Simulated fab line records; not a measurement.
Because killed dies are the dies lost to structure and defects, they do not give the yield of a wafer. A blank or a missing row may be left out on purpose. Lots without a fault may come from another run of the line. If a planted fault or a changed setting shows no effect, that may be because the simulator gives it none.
Chamber matching | flow nandHarc | 4 sister chambers for NHARC_P_GATE_ALD_36 on aldSin-01
The step deposits SiNx, target thk 20 nm, pulse time 60 s, ald cycles 223. 4 wafers are shown with their chamber, then 9 later ones without.

== WAFERS, EACH WITH ITS CHAMBER ==
wafer  | chamber | heaterPowerOuterW (W)
L082.2 | 2       | 487
L087.5 | 3       | 540
L086.6 | 0       | 496
L086.5 | 1       | 646

== WAFERS MISSING THEIR CHAMBER ==
wafer  | heaterPowerOuterW (W)
L089.2 | 652
L089.4 | 512
L089.5 | 666
L093.4 | 513
L093.1 | 665
L093.5 | 563
L097.2 | 557
L097.1 | 481
L097.5 | 536

== WHICH CHAMBER EACH ONE RAN IN ==
wafer  | from the rows above          | in truth
L089.2 | 1                            | 1
L089.4 | can't be placed: 0 or 2 or 3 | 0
L089.5 | 1                            | 1
L093.4 | can't be placed: 0 or 2 or 3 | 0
L093.1 | 1                            | 1
L093.5 | 3                            | 3
L097.2 | 3                            | 3
L097.1 | can't be placed: 2 or 0      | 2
L097.5 | 3                            | 3
Placed correctly: 6 of 9. From these rows, 3 cannot be placed; in 3 the true chamber is one of the candidates. Placed wrongly: 0.
How it was worked out, from the rows above alone: a wafer's distance from a chamber is the root of the sum, over the readings, of the square of ((its reading less the chamber's mean) divided by the reading's scatter). If the next closest chamber is less than 2 further off than the closest, the wafer can't be placed; otherwise it belongs to the closest. A chamber's mean is the mean of its shown wafers. The scatter (one wafer shown for each chamber): square how far every hidden wafer sits from the nearest shown wafer, average those squares and take the square root.
